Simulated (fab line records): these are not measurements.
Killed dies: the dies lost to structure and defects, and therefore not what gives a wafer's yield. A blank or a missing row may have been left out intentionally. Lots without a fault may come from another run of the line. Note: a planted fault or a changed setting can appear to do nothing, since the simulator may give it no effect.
The tool behind it: which one?	flow n5_finfet	24 lots with 72 wafers sampled at 6 steps, on a route of 1938 steps

## WHAT THE GAUGES SHOWED, per wafer
N5_BEOL_M0_SAQP_OVL_MEAS_41. Usual: M0_CUT1_OVL -0.4 nm, standard deviation 0.6.
lot	measured	on	M0_CUT1_OVL (nm)	flag
L074	day 5 16:35	overlay-02	-1.7 -1.1 -0.8	
L075	day 6 02:32	overlay-02	0.2 0.6 -0.1	
L076	day 6 06:37	overlay-02	0.4 -0.3 0.4	
L077	day 6 15:51	overlay-02	-1.4 -0.8 -0.5	
L078	day 6 16:16	overlay-02	0.0 -0.8 -0.7	
L079	day 7 02:01	overlay-01	0.1 0.1 -0.3	
L080	day 7 08:03	overlay-01	-1.6 -0.8 -1.1	
L081	day 7 21:22	overlay-02	-0.8 0.0 -0.3	
L082	day 8 00:37	overlay-02	-1.5 0.5 -1.2	
L083	day 8 03:46	overlay-02	0.3 0.2 0.7	
L084	day 8 05:58	overlay-02	-0.7 -0.9 -1.2	
L085	day 8 13:14	overlay-01	-1.5 -0.8 -0.7	
L086	day 8 20:01	overlay-02	-0.8 -0.6 0.4	
L087	day 8 23:11	overlay-02	-0.4 -0.4 -0.8	
L088	day 9 07:37	overlay-01	-0.2 -0.4 -0.1	
L089	day 9 11:26	overlay-02	-0.8 -0.1 -0.6	
L090	day 9 14:22	overlay-02	-0.4 -1.0 -0.4	
L091	day 9 19:06	overlay-02	-0.3 0.4 -0.9	
L092	day 10 01:41	overlay-02	-1.0 -0.2 -0.8	
L093	day 10 08:07	overlay-02	0.2 -0.9 -0.2	
L094	day 10 20:04	overlay-02	-1.0 -0.8 -0.4	
L095	day 11 00:05	overlay-02	-0.1 0.4 -0.2	
L096	day 11 05:50	overlay-01	0.1 0.1 0.7	
L097	day 11 06:47	overlay-01	-0.1 0.8 -0.1	

## WHICH TOOL RAN EACH LOT (tool, then ch and the chambers of the sampled wafers, then the start)
lot	N5_MOL_CONTACT_COAG_CMP_52	N5_BEOL_M0_SAQP_HM_DEP_02	N5_BEOL_M0_SAQP_ETCH_83	N5_BEOL_M0_SAQP_RECESS_109	N5_BEOL_M0_SAQP_MANDREL2_REMOVE_110
L074	cmp-03 ch 0,3, day 5 06:32	pvd_sputter-03, day 5 11:27	rie_diel-02 ch 0,2, day 5 12:16	vapor_etch-01 ch 0,1, day 5 14:47	rie_si-01 ch 0,3, day 5 16:01
L075	cmp-04 ch 0,1,3, day 5 15:19	pvd_sputter-02, day 5 19:14	rie_diel-02 ch 1,2,3, day 5 20:16	vapor_etch-02 ch 0,1, day 5 23:09	rie_si-01 ch 1,2,3, day 6 01:56
L076	cmp-03 ch 0,3, day 5 20:28	pvd_sputter-01, day 6 01:29	rie_diel-06 ch 1,2, day 6 02:25	vapor_etch-02 ch 0,1, day 6 05:11	rie_si-01 ch 0,1,3, day 6 06:09
L077	cmp-03 ch 0,1, day 5 22:19	pvd_sputter-01, day 6 08:01	rie_diel-05 ch 1,2,3, day 6 08:58	vapor_etch-02 ch 0, day 6 11:33	rie_si-03 ch 1,3, day 6 15:16
L078	cmp-03 ch 0,1, day 6 05:23	pvd_sputter-03, day 6 09:45	rie_diel-02 ch 0,3, day 6 10:41	vapor_etch-02 ch 0,1, day 6 14:26	rie_si-01 ch 0,2, day 6 15:48
L079	cmp-03 ch 0,1,2, day 6 16:50	pvd_sputter-03, day 6 21:19	rie_diel-06 ch 0,2,3, day 6 22:23	vapor_etch-02 ch 0,1, day 7 00:48	rie_si-03 ch 0,1,3, day 7 01:35
L080	cmp-04 ch 1,2, day 6 20:10	pvd_sputter-02, day 7 03:26	rie_diel-02 ch 0,3, day 7 04:23	vapor_etch-02 ch 0,1, day 7 06:51	rie_si-01 ch 1,2,3, day 7 07:35
L081	cmp-03 ch 0,2,3, day 7 11:10	pvd_sputter-02, day 7 15:38	rie_diel-06 ch 0,1, day 7 16:34	vapor_etch-01 ch 0,1, day 7 19:41	rie_si-03 ch 0,1,3, day 7 20:55
L082	cmp-03 ch 0,1,3, day 7 12:49	pvd_sputter-03, day 7 19:52	rie_diel-06 ch 0,1,2, day 7 20:47	vapor_etch-02 ch 0,1, day 7 23:11	rie_si-01 ch 0,1,3, day 8 00:02
L083	cmp-02 ch 0,1,2, day 7 14:25	pvd_sputter-01, day 7 21:04	rie_diel-06 ch 1,2, day 7 22:01	vapor_etch-02 ch 0,1, day 8 00:56	rie_si-04 ch 2,3, day 8 03:19
L084	cmp-02 ch 0,1, day 7 19:13	pvd_sputter-02, day 8 00:02	rie_diel-06 ch 1,2,3, day 8 00:57	vapor_etch-02 ch 0,1, day 8 04:37	rie_si-04 ch 0,2,3, day 8 05:22
L085	cmp-02 ch 0,1, day 8 02:40	pvd_sputter-03, day 8 07:58	rie_diel-06 ch 0,2,3, day 8 08:55	vapor_etch-01 ch 0,1, day 8 11:53	rie_si-03 ch 0,1,2, day 8 12:40
L086	cmp-02 ch 1,2,3, day 8 07:26	pvd_sputter-03, day 8 13:42	rie_diel-02 ch 1,2,3, day 8 14:39	vapor_etch-02 ch 0,1, day 8 17:05	rie_si-03 ch 0,1,3, day 8 19:34
L087	cmp-03 ch 1,2,3, day 8 11:55	pvd_sputter-01, day 8 16:14	rie_diel-02 ch 0,2,3, day 8 17:11	vapor_etch-01 ch 0,1, day 8 20:48	rie_si-01 ch 0,2, day 8 22:37
L088	cmp-02 ch 0,1,3, day 8 21:16	pvd_sputter-01, day 9 02:22	rie_diel-06 ch 0,1,3, day 9 03:10	vapor_etch-02 ch 1, day 9 05:41	rie_si-04 ch 2,3, day 9 07:02
L089	cmp-03 ch 0,1,2, day 9 02:28	pvd_sputter-03, day 9 06:38	rie_diel-02 ch 0,1,2, day 9 07:35	vapor_etch-01 ch 0, day 9 10:12	rie_si-01 ch 0,1,2, day 9 10:59
L090	cmp-02 ch 0,2,3, day 9 03:32	pvd_sputter-01, day 9 09:37	rie_diel-06 ch 0,1, day 9 10:33	vapor_etch-01 ch 0,1, day 9 13:08	rie_si-04 ch 0,1,2, day 9 13:55
L091	cmp-04 ch 0,1,3, day 9 09:13	pvd_sputter-02, day 9 13:34	rie_diel-06 ch 1,2,3, day 9 14:47	vapor_etch-02 ch 0, day 9 17:42	rie_si-01 ch 0,1,3, day 9 18:31
L092	cmp-02 ch 0,1,3, day 9 16:13	pvd_sputter-02, day 9 20:50	rie_diel-02 ch 1,2,3, day 9 21:49	vapor_etch-01 ch 0,1, day 10 00:21	rie_si-04 ch 0,1,2, day 10 01:14
L093	cmp-04 ch 0,1,2, day 9 22:23	pvd_sputter-03, day 10 02:35	rie_diel-06 ch 0,1, day 10 03:38	vapor_etch-02 ch 0,1, day 10 06:45	rie_si-04 ch 1,2,3, day 10 07:32
L094	cmp-02 ch 1,2,3, day 10 09:51	pvd_sputter-03, day 10 15:14	rie_diel-06 ch 0,1,2, day 10 16:11	vapor_etch-02 ch 0,1, day 10 18:34	rie_si-01 ch 0,1,3, day 10 19:29
L095	cmp-03 ch 2,3, day 10 10:02	pvd_sputter-03, day 10 18:30	rie_diel-02 ch 1,2,3, day 10 19:59	vapor_etch-02 ch 0,1, day 10 22:45	rie_si-01 ch 0,1,2, day 10 23:29
L096	cmp-04 ch 0,1, day 10 18:13	pvd_sputter-03, day 11 00:56	rie_diel-02 ch 0,2,3, day 11 02:01	vapor_etch-02 ch 0,1, day 11 04:29	rie_si-04 ch 0,3, day 11 05:23
L097	cmp-04 ch 0,1,2, day 10 22:03	pvd_sputter-03, day 11 01:58	rie_diel-02 ch 0,1,3, day 11 02:56	vapor_etch-01 ch 0,1, day 11 05:26	rie_si-01 ch 0,3, day 11 06:13
- N5_MOL_CONTACT_COAG_CMP_52: polishes, stops on SiO2, t overpolish 1.5 s, target thk 66.5 nm.
- N5_BEOL_M0_SAQP_HM_DEP_02: deposits TiN, target thk 12 nm.
- N5_BEOL_M0_SAQP_ETCH_83: etches SiARC in CF4, target depth 39 nm, time 65 s.
- N5_BEOL_M0_SAQP_RECESS_109: chemistry HF/NH3, target SiO2, target depth 3 nm, afs cycles 1, sublimation time 60 s.
- N5_BEOL_M0_SAQP_MANDREL2_REMOVE_110: chemistry HBr/Cl2/O2, target a-Si, stops on SiCN, bt time 10 s.

## WHAT THE TOOLS THEMSELVES READ (means of the sampled wafers that have a number; where no wafer has one, the mark that the record gives instead)
N5_MOL_CONTACT_COAG_CMP_52. Usual: motor_current_A 11.4 A, standard deviation 1.4; overpolish_run_s 1.500 s, standard deviation 0.0083; slurry_flow_ml_min 150.0, standard deviation 0.48; time_to_endpoint_s 13.1 s, standard deviation 2.4.
lot	tool	motor_current_A (A)	overpolish_run_s (s)	slurry_flow_ml_min	time_to_endpoint_s (s)	flag
L074	cmp-03	11.1	1.499	149.5	15.6	
L075	cmp-04	10.2	1.490	149.7	11.8	
L076	cmp-03	11.0	1.502	149.5	16.9	
L077	cmp-03	11.7	1.497	150.2	14.5	
L078	cmp-03	12.1	1.497	150.0	15.0	
L079	cmp-03	12.3	1.504	150.5	11.6	
L080	cmp-04	12.2	1.498	149.7	11.5	
L081	cmp-03	11.4	1.500	149.8	12.3	
L082	cmp-03	11.3	1.500	149.9	14.7	
L083	cmp-02	10.4	1.500	149.9	14.4	
L084	cmp-02	10.8	1.505	150.1	9.9	
L085	cmp-02	10.8	1.500	150.0	13.5	
L086	cmp-02	11.0	1.502	149.6	13.5	
L087	cmp-03	11.6	1.500	150.0	14.6	
L088	cmp-02	11.4	1.505	149.8	11.9	
L089	cmp-03	11.8	1.508	150.4	13.9	
L090	cmp-02	11.5	1.494	150.0	10.0	
L091	cmp-04	10.0	1.502	150.6	12.9	
L092	cmp-02	12.0	1.495	150.4	10.5	
L093	cmp-04	12.1	1.501	150.1	13.0	
L094	cmp-02	11.2	1.498	149.9	13.7	
L095	cmp-03	11.2	1.502	149.6	15.2	
L096	cmp-04	11.1	1.502	149.8	13.1	
L097	cmp-04	11.8	1.498	150.1	12.8	

N5_BEOL_M0_SAQP_HM_DEP_02. Usual: throttle_valve_pct reads 29.4 % (standard deviation 0.94).
lot	tool	throttle_valve_pct (%)	flag
L074	pvd_sputter-03	29.3	
L075	pvd_sputter-02	30.4	
L076	pvd_sputter-01	29.6	
L077	pvd_sputter-01	29.7	
L078	pvd_sputter-03	29.9	
L079	pvd_sputter-03	29.7	
L080	pvd_sputter-02	28.0	
L081	pvd_sputter-02	28.5	
L082	pvd_sputter-03	29.6	
L083	pvd_sputter-01	29.5	
L084	pvd_sputter-02	28.6	
L085	pvd_sputter-03	29.2	
L086	pvd_sputter-03	29.5	
L087	pvd_sputter-01	29.0	
L088	pvd_sputter-01	29.3	
L089	pvd_sputter-03	29.6	
L090	pvd_sputter-01	29.5	
L091	pvd_sputter-02	28.5	
L092	pvd_sputter-02	28.5	
L093	pvd_sputter-03	29.5	
L094	pvd_sputter-03	29.6	
L095	pvd_sputter-03	29.6	
L096	pvd_sputter-03	29.7	
L097	pvd_sputter-03	29.8	

N5_BEOL_M0_SAQP_ETCH_83. Usual: drypump_motor_current_A 6.2 A, standard deviation 0.45; etch_rf_on_time_s 65.1 s, standard deviation 1.7; oes_product_au 0.64 a.u., standard deviation 0.051; rf_vpp_V 183.8 V, standard deviation 1.2; showerhead_plenum_p_Torr 2.13 Torr, standard deviation 0.068; throttle_valve_pct 15.67 %, standard deviation 0.2.
lot	tool	drypump_motor_current_A (A)	etch_rf_on_time_s (s)	oes_product_au (a.u.)	rf_vpp_V (V)	showerhead_plenum_p_Torr (Torr)	throttle_valve_pct (%)	flag
L074	rie_diel-02	6.1	63.2	0.63	184.6	2.13	15.73	
L075	rie_diel-02	6.0	65.6	0.64	184.0	2.13	15.65	
L076	rie_diel-06	6.4	65.5	0.63	183.5	2.06	15.69	
L077	rie_diel-05	5.9	66.1	0.62	183.4	2.11	15.74	
L078	rie_diel-02	6.5	64.9	0.66	183.4	2.11	15.74	
L079	rie_diel-06	6.2	63.8	0.68	183.3	2.16	15.66	
L080	rie_diel-02	6.6	65.1	0.65	183.6	2.11	15.76	
L081	rie_diel-06	6.2	65.2	0.73	183.0	2.15	15.33	
L082	rie_diel-06	6.3	65.6	0.68	183.1	2.10	15.52	
L083	rie_diel-06	6.4	65.4	0.62	182.1	2.05	15.71	
L084	rie_diel-06	6.0	65.2	0.63	183.9	2.11	15.67	
L085	rie_diel-06	6.2	64.3	0.67	184.0	2.16	15.70	
L086	rie_diel-02	6.0	65.0	0.63	183.6	2.13	15.69	
L087	rie_diel-02	6.3	64.1	0.64	183.6	2.10	15.75	
L088	rie_diel-06	5.9	64.7	0.67	184.1	2.16	15.50	
L089	rie_diel-02	6.0	66.2	0.60	184.1	2.15	15.74	
L090	rie_diel-06	6.0	66.7	0.67	184.2	2.10	15.36	
L091	rie_diel-06	6.0	65.1	0.62	183.7	2.11	15.70	
L092	rie_diel-02	6.0	65.3	0.62	184.0	2.12	15.72	
L093	rie_diel-06	6.0	65.1	0.68	184.0	2.10	15.37	
L094	rie_diel-06	6.3	65.2	0.66	183.0	2.10	15.57	
L095	rie_diel-02	6.1	65.8	0.61	183.9	2.12	15.73	
L096	rie_diel-02	6.3	63.9	0.63	182.9	2.09	15.80	
L097	rie_diel-02	6.3	66.1	0.63	184.0	2.13	15.75	

N5_BEOL_M0_SAQP_RECESS_109. Usual: drypump_motor_current_A 5.6 A, standard deviation 0.61; foreline_p_Torr 0.1280 Torr, standard deviation 0.00053.
lot	tool	drypump_motor_current_A (A)	foreline_p_Torr (Torr)	flag
L074	vapor_etch-01	5.5	0.1287	
L075	vapor_etch-02	5.4	0.1284	
L076	vapor_etch-02	5.7	0.1280	
L077	vapor_etch-02	5.1	0.1279	
L078	vapor_etch-02	5.7	0.1283	
L079	vapor_etch-02	5.7	0.1284	
L080	vapor_etch-02	5.7	0.1283	
L081	vapor_etch-01	5.5	0.1279	
L082	vapor_etch-02	5.4	0.1280	
L083	vapor_etch-02	5.4	0.1278	
L084	vapor_etch-02	5.7	0.1278	
L085	vapor_etch-01	5.5	0.1274	
L086	vapor_etch-02	5.4	0.1281	
L087	vapor_etch-01	6.0	0.1281	
L088	vapor_etch-02	6.0	0.1278	
L089	vapor_etch-01	6.5	0.1277	
L090	vapor_etch-01	5.9	0.1290	
L091	vapor_etch-02	5.1	0.1274	
L092	vapor_etch-01	5.5	0.1276	
L093	vapor_etch-02	5.7	0.1279	
L094	vapor_etch-02	5.7	0.1280	
L095	vapor_etch-02	5.4	0.1279	
L096	vapor_etch-02	5.7	0.1280	
L097	vapor_etch-01	6.0	0.1275	

N5_BEOL_M0_SAQP_MANDREL2_REMOVE_110. Usual: HBr_flow_sccm 150.0 sccm, standard deviation 0.45; drypump_motor_current_A 5.6 A, standard deviation 0.52; oes_product_au 1.006 a.u., standard deviation 0.017; throttle_valve_pct 36.8 %, standard deviation 0.33.
lot	tool	HBr_flow_sccm (sccm)	drypump_motor_current_A (A)	oes_product_au (a.u.)	throttle_valve_pct (%)	flag
L074	rie_si-01	150.0	5.2	1.032	36.8	
L075	rie_si-01	150.3	5.2	0.995	37.0	
L076	rie_si-01	149.7	5.4	1.008	36.7	
L077	rie_si-03	150.1	5.9	0.990	37.0	
L078	rie_si-01	149.6	5.4	1.038	36.9	
L079	rie_si-03	150.2	6.1	0.999	36.9	
L080	rie_si-01	150.0	5.3	1.008	37.0	
L081	rie_si-03	150.2	6.2	0.993	37.0	
L082	rie_si-01	150.3	5.4	1.012	36.7	
L083	rie_si-04	150.1	5.7	1.002	36.6	
L084	rie_si-04	149.8	5.6	1.001	36.6	
L085	rie_si-03	149.7	6.2	1.005	36.7	
L086	rie_si-03	150.2	6.1	0.996	36.9	
L087	rie_si-01	149.6	5.2	1.008	37.2	
L088	rie_si-04	150.2	5.7	1.004	36.6	
L089	rie_si-01	150.1	5.5	1.010	36.9	
L090	rie_si-04	149.8	5.3	1.006	36.7	
L091	rie_si-01	150.2	5.3	1.015	36.8	
L092	rie_si-04	150.1	5.3	1.008	36.7	
L093	rie_si-04	150.4	5.4	1.007	36.5	
L094	rie_si-01	150.2	5.3	1.008	36.8	
L095	rie_si-01	150.2	5.5	1.006	36.9	
L096	rie_si-04	149.6	5.6	1.012	36.7	
L097	rie_si-01	149.9	5.0	1.011	37.0	

## THE ANSWER, worked out from the rows above alone
Rule: take the mean of a lot's wafers that have a number; if it is more than 3 standard deviations from the usual mean, the lot is off. Also off: a lot with no number at a reading for which 4 or more lots have one. Any other lot the step has rows for is counted as sound. Order of review: gauges by route order, followed by the tools' own readings, for which a lot's mean as printed above is used. The first step at which some lot is off is used, and at that step the reading that is off furthest; a lot without a number counts as furthest.
None of the lots is off at any reading shown; this tells nothing.

## WHAT WAS PUT IN BY THE SIMULATOR
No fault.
